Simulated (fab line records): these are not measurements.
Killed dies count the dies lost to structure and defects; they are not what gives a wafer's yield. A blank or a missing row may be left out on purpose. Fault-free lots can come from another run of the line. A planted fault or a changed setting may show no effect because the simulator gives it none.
A struck lot beside a sound one + flow nand_harc + 41 out of 1302 route steps
Sound: wafers L343.1, L343.3, L343.4. The struck wafers were L349.3, L349.4, L349.6. The cause is given at the end.
Per side, at each step with rows, come the tool, then ch with its chambers, and then its first start. Under that, the readings that differ: sound wafers + struck wafers + difference of the means + sigmas: that difference in standard deviations of wafers without a fault.
alike: a reading whose means differ by less than 2 such deviations, as well as words and numbers matching on both sides. not compared: withheld readings; readings where some wafer has no value; bounds like >300 that might hide an equal value; numbers whose values overlap and for which the record gives no deviation.
The two part at a step that has a row with sigmas, a row that says differs or no value, or rows on one side only. Numbers that have no deviation but don't overlap get no sigmas and don't part them. A reading that every wafer of one side lacks parts them only if that side has two wafers or more.

first, 1 step without rows for these wafers: NHARC_A_M1_DEVELOP_08 (develop time 35 s).
NHARC_A_M1_CD_MEAS_09: target cd 120 nm.
  sound on cd_sem-02 ch 0, day 23 17:51; struck on cd_sem-03 ch 0, day 25 15:52
  alike: cd_nm
NHARC_A_M1_OVL_MEAS_10: pitch 240 nm.
  struck on overlay-01, day 25 15:56; sound on overlay-02, day 23 17:56
  alike: overlay_x_nm, overlay_y_nm
NHARC_A_M1_INSPECT_11:
  struck on defect_inspect-02, day 25 15:59; sound on defect_inspect-02, day 23 17:59
  alike: raw_defect_count
then, 3 steps without rows for these wafers: NHARC_A_M1_DESCUM_14 (chemistry O2, time 3 s); NHARC_A_M1_ETCH_35 (etches the open film in N2/H2, target depth 40 nm, overetch 12 nm, time 43.94 s); NHARC_A_M1_ETCH_15 (etches the open film in C4F8/Ar, target depth 182.5 nm, time 91.2 s).
NHARC_A_M1_CD_MEAS_16:
  struck on cd_sem-03, day 25 16:21; sound on cd_sem-01, day 23 18:20
  alike: cd_nm
NHARC_A_M1_STRIP_18: strips in N2/H2.
  sound on rie_diel-10 ch 0,1,3, day 23 18:25; struck on rie_diel-12 ch 1,2,3, day 25 16:25
  alike: drypump_motor_current_A, oes_product_au, rf_vpp_V, showerhead_plenum_p_Torr, throttle_valve_pct
  not compared: rf_hours_counter_h
NHARC_A_M1_ETCH_28: etches the open film in CF4/N2, target depth 30 nm, time 72.99 s.
  sound: rie_diel-10 ch 0,1,2; struck: rie_diel-12 ch 1,3
| reading               | sound             | struck            | difference | sigmas |
|-----------------------|-------------------|-------------------|------------|--------|
| oes_product_au (a.u.) | 1.014 1.006 1.017 | 0.981 0.993 0.989 | -0.025     | -3     |
  alike: drypump_motor_current_A, rf_vpp_V, showerhead_plenum_p_Torr, throttle_valve_pct
  not compared: rf_hours_counter_h
then, 2 steps without rows for these wafers: NHARC_A_M1_STRIP_19 (strips in post etch residue remover, time 600 s); NHARC_A_M1_DEGAS_29 (time 60 s).
NHARC_A_M1_PRE_CLEAN_30: time 30 s.
  struck on pvd_sputter-02, day 25 17:07; sound on pvd_sputter-02, day 23 19:08
  alike: heater_power_w
then, 3 steps without rows for these wafers: NHARC_A_M1_PVD_20 (deposits TaN, target thk 5 nm, time 8.06 s); NHARC_A_M1_PVD_21 (deposits Cu, target thk 30 nm, time 20.49 s); NHARC_A_M1_ECD_22 (material Cu, target thk 400 nm).
NHARC_A_M1_ANNEAL_31: time 90 s.
  sound on rtp_anneal-01 ch 0, day 23 20:04; struck on rtp_anneal-02 ch 0, day 25 17:53
  alike: wafer_temp_C_max
then, 1 step without rows for these wafers: NHARC_A_M1_CMP_23 (polishes, t overpolish 20 s, target thk 154.34 nm).
NHARC_A_M1_THK_MEAS_24: measures by xrf.
  struck on film_metro-01, day 25 18:27; sound on film_metro-01, day 23 20:43
  alike: thk_nm
then, 4 steps without rows for these wafers: NHARC_A_M1_SRD_25; NHARC_A_M1_PRE_CLEAN_32 (time 12 s); NHARC_A_M1_DEP_33 (deposits SiCN, target thk 30 nm); NHARC_A_BONDPAD_DEP_00 (deposits SiCN, target thk 250 nm).
NHARC_A_BONDPAD_CMP_29: polishes SiCN, target thk 200 nm.
  sound on cmp-02 ch 0,1,2, day 23 22:01; struck on cmp-02 ch 0,1,2, day 25 19:43
  alike: motor_current_A, slurry_filter_dp_kPa, slurry_flow_ml_min
NHARC_A_BONDPAD_THK_MEAS_30: measures by ellipsometry.
  struck on film_metro-01, day 25 19:58; sound on film_metro-01, day 23 22:14
  alike: thk_nm
then, 10 steps without rows for these wafers: NHARC_A_BONDPAD_SRD_31; NHARC_A_BONDPAD_DEHYDRATE_01 (time 120 s); NHARC_A_BONDPAD_HMDS_02 (time 30 s); NHARC_A_BONDPAD_COAT_33 (time 65 s); NHARC_A_BONDPAD_COAT_03 (resist thk 600 nm); NHARC_A_BONDPAD_SOFTBAKE_04 (time 70 s); NHARC_A_BONDPAD_EBR_05; NHARC_A_BONDPAD_EXPOSE_06 (exposes mask A BPAD); NHARC_A_BONDPAD_PEB_07 (peb time 80 s); NHARC_A_BONDPAD_DEVELOP_08 (time 50 s).
NHARC_A_BONDPAD_CD_MEAS_09: target cd 500 nm.
  sound on cd_sem-01 ch 0, day 23 22:50; struck on cd_sem-03 ch 0, day 25 20:24
  alike: cd_nm
NHARC_A_BONDPAD_OVL_MEAS_35:
  struck on overlay-02, day 25 20:29; sound on overlay-01, day 23 22:55
  alike: overlay_x_nm, overlay_y_nm
then, 2 steps without rows for these wafers: NHARC_A_BONDPAD_HARDBAKE_10 (time 65 s); NHARC_A_BONDPAD_DESCUM_11 (chemistry O2, time 3 s).
NHARC_A_BONDPAD_ETCH_34: etches the open film in N2/H2, target depth 60 nm, overetch 18 nm, time 65.91 s.
  sound on rie_diel-09 ch 0,1,2, day 23 23:08; struck on rie_diel-08 ch 0,1,3, day 25 20:43
  alike: drypump_motor_current_A, oes_product_au, rf_vpp_V, showerhead_plenum_p_Torr, throttle_valve_pct
  not compared: rf_hours_counter_h
NHARC_END_SORT_01:
  at this point the record logs the struck wafers (prober-02 ch 0, day 27 06:07) and has no rows for the sound ones

WHERE THEY PART
Last at NHARC_END_SORT_01 as far as this record goes, first at NHARC_A_M1_ETCH_28.

WHY: what had been put in by the simulator
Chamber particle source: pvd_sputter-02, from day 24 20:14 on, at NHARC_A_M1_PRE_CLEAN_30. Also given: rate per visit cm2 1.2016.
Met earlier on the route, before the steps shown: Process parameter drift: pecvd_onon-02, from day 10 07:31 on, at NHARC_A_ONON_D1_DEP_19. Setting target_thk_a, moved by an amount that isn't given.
